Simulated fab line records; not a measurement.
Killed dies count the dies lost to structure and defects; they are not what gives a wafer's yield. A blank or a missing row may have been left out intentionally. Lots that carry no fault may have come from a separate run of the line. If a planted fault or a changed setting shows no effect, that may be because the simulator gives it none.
Which of the tools did it? | flow nandHarc | 24 lots, 72 wafers sampled, at 5 steps of a route of 1302

## WHAT EACH GAUGE READ, for each wafer
NHARC_A_M0_CD_MEAS_09: target cd 80 nm. Usual: cdNm 79.7 nm, standard deviation 0.86.
lot  | measured     | on       | cdNm (nm)      | flag
L074 | day 23 02:04 | cdSem-03 | 78.3 77.5 78.9 | 
L075 | day 23 07:30 | cdSem-01 | 77.4 77.0 78.3 | 
L076 | day 23 13:46 | cdSem-03 | 78.6 80.5 80.5 | 
L078 | day 24 01:25 | cdSem-02 | 80.5 79.0 79.4 | 
L077 | day 24 03:40 | cdSem-02 | 80.7 79.3 79.0 | 
L080 | day 25 05:56 | cdSem-03 | 79.8 80.4 80.2 | 
L079 | day 25 09:31 | cdSem-01 | 79.8 81.0 80.2 | 
L081 | day 25 19:38 | cdSem-01 | 79.6 80.4 79.7 | 
L082 | day 26 04:18 | cdSem-02 | 78.0 78.1 79.3 | 
L083 | day 26 06:04 | cdSem-01 | 79.2 78.3 80.0 | 
L084 | day 26 18:29 | cdSem-01 | 79.1 80.0 79.7 | 
L085 | day 27 03:43 | cdSem-03 | 79.8 79.3 78.0 | 
L086 | day 27 14:44 | cdSem-03 | 80.2 78.9 80.3 | 
L087 | day 27 16:26 | cdSem-02 | 79.0 79.0 79.9 | 
L088 | day 28 09:59 | cdSem-03 | 80.7 80.3 79.8 | 
L089 | day 28 13:44 | cdSem-01 | 80.1 80.9 81.8 | 
L090 | day 29 07:16 | cdSem-01 | 79.0 79.6 79.4 | 
L091 | day 29 12:52 | cdSem-01 | 79.7 79.8 79.2 | 
L092 | day 30 15:04 | cdSem-02 | 79.9 78.7 78.3 | 
L093 | day 30 15:53 | cdSem-02 | 80.5 78.8 79.6 | 
L094 | day 31 08:47 | cdSem-02 | 81.3 80.5 79.2 | 
L095 | day 31 11:58 | cdSem-02 | 80.3 79.7 80.6 | 
L096 | day 31 19:32 | cdSem-02 | 80.1 79.9 79.9 | 
L097 | day 32 03:01 | cdSem-03 | 79.9 79.4 80.5 | 

## WHICH TOOL RAN EACH LOT (tool, then ch and the chambers of the sampled wafers, then the start)
lot  | NHARC_A_CONTACT_ETCH_131           | NHARC_A_CONTACT_ETCH_136           | NHARC_A_BLC_DEGAS_30        | NHARC_A_BLC_ALD_23
L074 | harCapEtch-03 ch 0,1, day 22 10:58 | harCapEtch-03 ch 0,1, day 22 17:35 | pvdSputter-01, day 22 23:42 | aldMetal-04 ch 1,2, day 22 23:56
L075 | harCapEtch-02 ch 0,1, day 22 13:53 | harCapEtch-02 ch 0,1, day 22 22:56 | pvdSputter-01, day 23 05:19 | aldMetal-04 ch 0,2,3, day 23 05:34
L076 | harCapEtch-01 ch 0,1, day 22 22:32 | harCapEtch-02 ch 0,1, day 23 05:10 | pvdSputter-03, day 23 11:30 | aldMetal-04 ch 0,2, day 23 11:44
L078 | harCapEtch-03 ch 0,1, day 23 09:58 | harCapEtch-02 ch 1, day 23 16:28   | pvdSputter-03, day 23 23:02 | aldMetal-02 ch 0,2,3, day 23 23:17
L077 | harCapEtch-01 ch 0,1, day 23 12:24 | harCapEtch-03 ch 0,1, day 23 19:08 | pvdSputter-02, day 24 01:22 | aldMetal-04 ch 1,2,3, day 24 01:38
L080 | harCapEtch-03 ch 0,1, day 24 10:50 | harCapEtch-03 ch 0,1, day 24 20:32 | pvdSputter-01, day 25 03:45 | aldMetal-04 ch 0,3, day 25 04:00
L079 | harCapEtch-02 ch 0,1, day 24 14:41 | harCapEtch-03 ch 0,1, day 25 01:02 | pvdSputter-02, day 25 07:11 | aldMetal-04 ch 0,1,3, day 25 07:26
L081 | harCapEtch-03 ch 1, day 25 03:25   | harCapEtch-02 ch 0,1, day 25 11:20 | pvdSputter-01, day 25 17:28 | aldMetal-02 ch 0,2,3, day 25 17:44
L082 | harCapEtch-01 ch 0,1, day 25 10:44 | harCapEtch-03 ch 0,1, day 25 19:40 | pvdSputter-03, day 26 02:01 | aldMetal-04 ch 0,1, day 26 02:15
L083 | harCapEtch-03 ch 0,1, day 25 12:17 | harCapEtch-01 ch 0,1, day 25 21:35 | pvdSputter-02, day 26 03:47 | aldMetal-02 ch 0,1, day 26 04:02
L084 | harCapEtch-03 ch 0, day 26 03:16   | harCapEtch-02 ch 0, day 26 09:56   | pvdSputter-03, day 26 16:11 | aldMetal-01 ch 0,2, day 26 16:26
L085 | harCapEtch-01 ch 0,1, day 26 08:46 | harCapEtch-01 ch 0,1, day 26 19:25 | pvdSputter-01, day 27 01:33 | aldMetal-02 ch 1,2,3, day 27 01:50
L086 | harCapEtch-02 ch 0,1, day 26 22:07 | harCapEtch-03 ch 0,1, day 27 06:17 | pvdSputter-02, day 27 12:27 | aldMetal-01 ch 1,3, day 27 12:42
L087 | harCapEtch-03 ch 0,1, day 26 23:43 | harCapEtch-03 ch 0,1, day 27 07:55 | pvdSputter-02, day 27 14:10 | aldMetal-04 ch 1,3, day 27 14:24
L088 | harCapEtch-01 ch 0,1, day 27 18:41 | harCapEtch-03 ch 0,1, day 28 01:15 | pvdSputter-03, day 28 07:41 | aldMetal-02 ch 0,2,3, day 28 07:57
L089 | harCapEtch-02 ch 0,1, day 27 20:50 | harCapEtch-02 ch 0,1, day 28 05:04 | pvdSputter-03, day 28 11:36 | aldMetal-01 ch 1,2,3, day 28 11:52
L090 | harCapEtch-01 ch 0,1, day 28 15:29 | harCapEtch-03 ch 1, day 28 22:52   | pvdSputter-02, day 29 04:59 | aldMetal-01 ch 1,3, day 29 05:15
L091 | harCapEtch-02 ch 0,1, day 28 18:49 | harCapEtch-01 ch 0,1, day 29 04:12 | pvdSputter-01, day 29 10:35 | aldMetal-02 ch 1,2, day 29 10:48
L092 | harCapEtch-01 ch 0,1, day 29 23:13 | harCapEtch-02 ch 0,1, day 30 06:33 | pvdSputter-01, day 30 12:46 | aldMetal-04 ch 1,2, day 30 13:00
L093 | harCapEtch-02 ch 0,1, day 30 00:06 | harCapEtch-03 ch 0,1, day 30 07:24 | pvdSputter-01, day 30 13:43 | aldMetal-02 ch 1,2,3, day 30 13:58
L094 | harCapEtch-02 ch 0,1, day 30 15:41 | harCapEtch-01 ch 0,1, day 31 00:01 | pvdSputter-01, day 31 06:38 | aldMetal-01 ch 0,1,2, day 31 06:56
L095 | harCapEtch-03 ch 0,1, day 30 18:40 | harCapEtch-01 ch 0,1, day 31 03:23 | pvdSputter-03, day 31 09:49 | aldMetal-04 ch 1,2,3, day 31 10:05
L096 | harCapEtch-03 ch 0, day 31 04:20   | harCapEtch-01 ch 0, day 31 10:52   | pvdSputter-01, day 31 17:14 | aldMetal-02 ch 0,2,3, day 31 17:31
L097 | harCapEtch-02 ch 0,1, day 31 10:50 | harCapEtch-03 ch 0,1, day 31 18:37 | pvdSputter-03, day 32 00:50 | aldMetal-01 ch 0,1, day 32 01:05
- NHARC_A_CONTACT_ETCH_131: etches the open film in C4F8/O2/Ar, time 197 s, target depth 1918 nm.
- NHARC_A_CONTACT_ETCH_136: etches the open film in C4F8/O2/Ar, time 311 s, target depth 1912 nm.
- NHARC_A_BLC_DEGAS_30: time 60 s.
- NHARC_A_BLC_ALD_23: deposits TiN, target thk 3 nm, pulse time 1 s, ald cycles 150.

## WHAT THE TOOLS THEMSELVES READ (means of the sampled wafers that have a number; where no wafer has one, the mark that the record gives instead)
NHARC_A_BLC_DEGAS_30. Usual: heaterPowerW 449 W, standard deviation 55.
lot  | tool          | heaterPowerW (W) | flag
L074 | pvdSputter-01 | 411              | 
L075 | pvdSputter-01 | 457              | 
L076 | pvdSputter-03 | 474              | 
L078 | pvdSputter-03 | 503              | 
L077 | pvdSputter-02 | 430              | 
L080 | pvdSputter-01 | 406              | 
L079 | pvdSputter-02 | 419              | 
L081 | pvdSputter-01 | 455              | 
L082 | pvdSputter-03 | 474              | 
L083 | pvdSputter-02 | 415              | 
L084 | pvdSputter-03 | 496              | 
L085 | pvdSputter-01 | 431              | 
L086 | pvdSputter-02 | 458              | 
L087 | pvdSputter-02 | 444              | 
L088 | pvdSputter-03 | 530              | 
L089 | pvdSputter-03 | 518              | 
L090 | pvdSputter-02 | 430              | 
L091 | pvdSputter-01 | 418              | 
L092 | pvdSputter-01 | 404              | 
L093 | pvdSputter-01 | 433              | 
L094 | pvdSputter-01 | 402              | 
L095 | pvdSputter-03 | 470              | 
L096 | pvdSputter-01 | 468              | 
L097 | pvdSputter-03 | 485              | 

NHARC_A_BLC_ALD_23. Usual: heaterPowerOuterW 712 W, standard deviation 67; heaterPowerW 1082 W, standard deviation 120; precursorPulseHeightRel 0.999, standard deviation 0.02.
lot  | tool        | heaterPowerOuterW (W) | heaterPowerW (W) | precursorPulseHeightRel | flag
L074 | aldMetal-04 | 728                   | 1114             | 0.991                   | 
L075 | aldMetal-04 | 724                   | 1122             | 1.012                   | 
L076 | aldMetal-04 | 671                   | 1039             | 1.006                   | 
L078 | aldMetal-02 | 649                   | 993              | 1.006                   | 
L077 | aldMetal-04 | 745                   | 1161             | 0.999                   | 
L080 | aldMetal-04 | 636                   | 971              | 0.992                   | 
L079 | aldMetal-04 | 680                   | 1007             | 0.999                   | 
L081 | aldMetal-02 | 650                   | 998              | 0.997                   | 
L082 | aldMetal-04 | 662                   | 959              | 0.992                   | 
L083 | aldMetal-02 | 763                   | 1094             | 0.997                   | 
L084 | aldMetal-01 | 746                   | 1196             | 0.994                   | 
L085 | aldMetal-02 | 717                   | 1046             | 1.013                   | 
L086 | aldMetal-01 | 771                   | 1169             | 0.986                   | 
L087 | aldMetal-04 | 721                   | 1112             | 1.015                   | 
L088 | aldMetal-02 | 667                   | 1020             | 0.989                   | 
L089 | aldMetal-01 | 761                   | 1150             | 0.972                   | 
L090 | aldMetal-01 | 788                   | 1160             | 1.002                   | 
L091 | aldMetal-02 | 721                   | 1070             | 1.014                   | 
L092 | aldMetal-04 | 721                   | 1101             | 1.032                   | 
L093 | aldMetal-02 | 700                   | 1038             | 1.007                   | 
L094 | aldMetal-01 | 761                   | 1184             | 1.009                   | 
L095 | aldMetal-04 | 749                   | 1158             | 1.008                   | 
L096 | aldMetal-02 | 673                   | 1020             | 1.007                   | 
L097 | aldMetal-01 | 773                   | 1207             | 0.993                   | 

## THE ANSWER, worked out from the rows above alone
Rule: lot off if the mean of its wafers having a number is beyond 3 standard deviations from the usual mean. A lot without any number at a reading at which 4 lots or more have one is off too. Where the step has rows for the other lots, those lots are counted as sound. Order of review: gauges by route order, followed by the tools' own readings, for which a lot's mean as printed above is used. At the first step where some lot is off, the reading lying furthest off is the one used; lots without a number count as furthest.
Across all readings shown, no lot is off: no conclusion can be drawn from this.

## WHAT HAD BEEN PUT IN BY THE SIMULATOR
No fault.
